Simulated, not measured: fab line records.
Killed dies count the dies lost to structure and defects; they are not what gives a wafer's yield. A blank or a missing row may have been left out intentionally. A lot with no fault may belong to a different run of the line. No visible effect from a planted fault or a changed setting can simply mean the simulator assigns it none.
A lot that was struck, set against a sound lot :: flow nand_harc :: 36 steps out of a route of 1302
Sound: these wafers, L141.1, L141.3, L141.6. Struck: wafers L154.1, L154.2, L154.5. The cause is given at the end.
For every step that has rows: the tool of each side, followed by ch and its chambers, followed by its first start. Under that, the readings that differ: sound wafers :: struck wafers :: difference of the means :: sigmas: that difference in standard deviations of wafers without a fault.
alike: words and numbers the same on both sides, and readings whose means are apart by under 2 such deviations; not compared: readings that were withheld, readings missing a value for some wafer, numbers with overlapping values and no deviation given by the record, and bounds like >300 which may hide the same value.
The two part at a step that has a row with sigmas, a row that says differs or no value, or rows on one side only. When numbers do not overlap yet have no deviation, they are printed without sigmas and do not part them. Lack of a reading on every wafer of one side parts them only where that side has two or more wafers.

first, 5 steps without rows for these wafers: NHARC_A_STAIRCASE_STRIP_317 (strips in SPM, time 900 s); NHARC_A_STAIRCASE_PRECLEAN_318 (cleans in SC1); NHARC_A_STAIRCASE_SRD_329; NHARC_A_STAIRCASE_ALD_415 (deposits SiO2, target thk 30 nm, pulse time 6 s, ald cycles 300); NHARC_A_STAIRCASE_ETCHBACK_416 (etches the open film in C4F8/O2/Ar, target depth 36 nm, time 7.2 s).
NHARC_A_STAIRCASE_STRIP_476: strips in O2, time 20 s.
  sound on rie_diel-01 ch 1,2,3, day 17 16:37; struck on rie_diel-07 ch 1,3, day 22 01:44
  alike: drypump_motor_current_A, oes_product_au, rf_vpp_V, showerhead_plenum_p_Torr, throttle_valve_pct
  not compared: rf_hours_counter_h
then, 5 steps without rows for these wafers: NHARC_A_STAIRCASE_DEP_417 (deposits Si3N4, target thk 60 nm); NHARC_A_STAIRCASE_WET_418 (chemistry H3PO4, target depth 20 nm); NHARC_A_STAIRCASE_PRECLEAN_419 (cleans in SC1); NHARC_A_STAIRCASE_SRD_421; NHARC_A_STAIRCASE_ALD_420 (deposits SiO2, target thk 20 nm, pulse time 6 s, ald cycles 200).
NHARC_A_STAIRCASE_CVD_552: deposits SiNx, target thk 40 nm.
  sound on lpcvd-01 ch 1, day 18 00:12; struck on lpcvd-01 ch 0, day 22 08:00
reading: zone_power_bottom_pct (%)
sound: 15.5 15.4 15.1
struck: 18.1 18.1 17.8
difference: +2.7
sigmas: +2

reading: zone_power_top_pct (%)
sound: 23.2 23.2 22.8
struck: 18.1 18.1 17.7
difference: -5.1
sigmas: -2
NHARC_A_STAIRCASE_DEP_151: deposits SiO2, target thk 7200 nm.
  sound on pecvd-04 ch 1,2, day 18 03:47; struck on pecvd-04 ch 1,2, day 22 11:38
  alike: heater_power_w, mfc_precursor_sccm
then, 1 step without rows for these wafers: NHARC_A_STAIRCASE_ANNEAL_320 (time 1800 s).
NHARC_A_STAIRCASE_DEP_322: deposits SiO2, target thk 7200 nm.
  sound on pecvd-02 ch 0,1,2, day 18 11:01; struck on pecvd-02 ch 1,2, day 22 18:44
  alike: heater_power_w, mfc_precursor_sccm
then, 14 steps without rows for these wafers: NHARC_A_STAIRCASE_ANNEAL_323 (time 1800 s); NHARC_A_STAIRCASE_DEP_325 (deposits SiO2, target thk 7200 nm); NHARC_A_STAIRCASE_ANNEAL_326 (time 1800 s); NHARC_A_STAIRCASE_DEHYDRATE_433 (time 120 s); NHARC_A_STAIRCASE_HMDS_434 (time 30 s); NHARC_A_STAIRCASE_COAT_435; NHARC_A_STAIRCASE_SOFTBAKE_436 (time 170 s); NHARC_A_STAIRCASE_EBR_437; NHARC_A_STAIRCASE_EXPOSE_438 (exposes mask STAIR REV); NHARC_A_STAIRCASE_PEB_439 (peb time 130 s); NHARC_A_STAIRCASE_DEVELOP_440 (time 140 s); NHARC_A_STAIRCASE_HARDBAKE_442 (time 140 s); NHARC_A_STAIRCASE_DESCUM_443 (chemistry O2, time 3 s); NHARC_A_STAIRCASE_ETCH_444 (etches the open film in C4F8/O2, target depth 20400 nm, time 6800 s).
NHARC_A_STAIRCASE_STRIP_446: strips in O2.
  sound on plasma_asher-01 ch 0,1, day 19 07:01; struck on plasma_asher-01 ch 0,1, day 23 17:12
reading: rf_refl_power_W (W)
sound: 35 16 16
struck: - - -
difference: no value on the struck wafers
sigmas: 
  alike: drypump_motor_current_A, heater_power_w
  not compared: rf_hours_counter_h
then, 3 steps without rows for these wafers: NHARC_A_STAIRCASE_STRIP_447 (strips in SPM, time 900 s); NHARC_A_STAIRCASE_PRECLEAN_448 (cleans in SC1); NHARC_A_STAIRCASE_SRD_449.
NHARC_A_STAIRCASE_CMP_450: polishes SiO2, target thk 200 nm.
  sound on cmp-04 ch 0,3, day 19 07:47; struck on cmp-02 ch 0,1,2, day 23 18:00
  alike: motor_current_A
then, 1 step without rows for these wafers: NHARC_A_STAIRCASE_CMP_152 (polishes).
-- record jumps: 5 days between struck wafers' starts before vs after; left off in module A_STAIRCASE, resumes in module END, first step shown is number 1302 of the route --
NHARC_END_SORT_01:
  here the record holds rows for the struck wafers (prober-02 ch 0, day 29 02:41) but none for the sound ones

== WHERE THEY PART ==
First at NHARC_A_STAIRCASE_CVD_552; last, within this record, at NHARC_END_SORT_01.

WHY: what had been put in by the simulator
lpcvd-01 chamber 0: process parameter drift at NHARC_A_STAIRCASE_CVD_552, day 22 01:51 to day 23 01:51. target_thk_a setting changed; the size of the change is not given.
